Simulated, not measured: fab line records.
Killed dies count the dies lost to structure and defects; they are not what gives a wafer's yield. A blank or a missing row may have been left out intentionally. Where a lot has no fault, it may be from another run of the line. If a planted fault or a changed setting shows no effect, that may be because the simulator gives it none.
Split-lot study | flow n5-finfet | 7 lots, 21 wafers read, on a route of 1938 steps

## THE SPLIT
At N5_SD_EPI_N_DESCUM_14 (chemistry O2, time 7.9 s), the setting time-s was moved away from the recipe's 7.9 s on 8 of the 21 wafers read, by -19.0% to +18.3%. This setting was run at the recipe's value on the other wafers.

Between the split and the reading, the file records no step.

## THE READING
CAR-ArF-block_of_SD_EPI_N_COAT_03.thk-nm (the simulator's own value, which no gauge read), in nm, at N5_SD_EPI_N_ETCH_34 (etches SiARC in CF4, target depth 45.5 nm, time 75.8 s). There is no usual value for it anywhere in the file. Average 111.0 nm, standard deviation 0.37 nm, over the 13 wafers here run with the recipe.

wafer  | tool, chamber at the split | time-s as run, s | against the recipe | CAR-ArF-block_of_SD_EPI_N_COAT_03.thk-nm, nm | against lot-mates on the recipe
L074.1 | rie-diel-06, 1             | 8.515            | +7.8%              | 110.2                                        | -0.8
L074.5 | rie-diel-06, 1             | 8.515            | +7.8%              | 110.2                                        | -0.8
L074.2 | rie-diel-06, 2             | 7.9              | recipe             | 111                                          | -
L075.1 | rie-diel-06, 3             | 7.9              | recipe             | 110.8                                        | -
L075.2 | rie-diel-06, 2             | 6.4              | -19.0%             | 112.4                                        | +1.6
L075.6 | rie-diel-06, 1             | 6.4              | -19.0%             | 111.8                                        | +1.0
L079.4 | rie-diel-06, 2             | 7.9              | recipe             | 110.2                                        | -
L079.5 | rie-diel-06, 3             | 7.9              | recipe             | 110.6                                        | -
L079.6 | rie-diel-06, 0             | 7.9              | recipe             | 110.8                                        | -
L080.1 | rie-diel-03, 0             | 9.343            | +18.3%             | 110.4                                        | -0.7
L080.4 | rie-diel-03, 1             | 7.9              | recipe             | 111.2                                        | -
L080.5 | rie-diel-03, 0             | 7.9              | recipe             | 111                                          | -
L085.1 | rie-diel-02, 0             | 9.34             | +18.2%             | 109.6                                        | -1.2
L085.3 | rie-diel-02, 2             | 7.9              | recipe             | 110.8                                        | -
L085.6 | rie-diel-02, 1             | 9.34             | +18.2%             | 109.8                                        | -1.0
L087.1 | rie-diel-02, 2             | 7.9              | recipe             | 111.4                                        | -
L087.3 | rie-diel-02, 0             | 9.102            | +15.2%             | 110.8                                        | -0.7
L087.5 | rie-diel-02, 0             | 7.9              | recipe             | 111.6                                        | -
L096.1 | rie-diel-02, 3             | 7.9              | recipe             | 111.4                                        | -
L096.3 | rie-diel-02, 0             | 7.9              | recipe             | 110.6                                        | -
L096.4 | rie-diel-02, 1             | 7.9              | recipe             | 111                                          | -

FIT RESULTS
A straight line over all 21 wafers: CAR-ArF-block_of_SD_EPI_N_COAT_03.thk-nm changes by -0.0549 nm for each +1% of time-s; r = -0.81; the points scatter about the line by 0.4 nm.
The same after taking each lot's own level away (the mean of its wafers on the recipe; 21 wafers): -0.0608 nm for each +1%; r = -0.93; scatter 0.25 nm.
On that fit, the largest move of time-s shifts the reading by 1.2 nm.
Across the lots, their own levels run from 110.53 to 111.50 nm, a range of 2.6 times the standard deviation given above.
The two slopes are in agreement: the lot-to-lot level therefore moves the slope only a little.
Check: for one of the wafers moved furthest among these (-19.0%), held out of the fit, the line's prediction against its lot-mates is +1 nm. Against them it came out at +1.6 nm.

## ADDITIONAL SPLITS CARRIED BY THESE WAFERS
These wafers also went through other splits before the reading. Each is held against what the fit with the lots' levels taken away leaves over:
other split on the same wafers       | wafers away from the commonest value | r with CAR-ArF-block_of_SD_EPI_N_COAT_03.thk-nm (lot level and that fit taken away)
N5_DUMMY_GATE_ETCH_31 target-depth-a | 6                                    | +0.16

## THE WHOLE CHAIN: every reading that the file lists as answering this split, in the file's order
step                  | what it does                                           | reading                                                                                   | change (the file's fit)                | r (the file's)
N5_SD_EPI_N_DESCUM_14 | chemistry O2, time 7.9 s                               | CAR-ArF-block_of_SD_EPI_N_COAT_03.thk-nm (the simulator's own value, which no gauge read) | -0.0543 nm for each +1% of the setting | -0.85
N5_SD_EPI_N_ETCH_34   | etches SiARC in CF4, target depth 45.5 nm, time 75.8 s | CAR-ArF-block_of_SD_EPI_N_COAT_03.thk-nm (the simulator's own value, which no gauge read) | -0.0564 nm for each +1% of the setting | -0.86

## FILE'S OWN FIT
CAR-ArF-block_of_SD_EPI_N_COAT_03.thk-nm changes by -0.0564 nm for each +1% of time-s, r = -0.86.
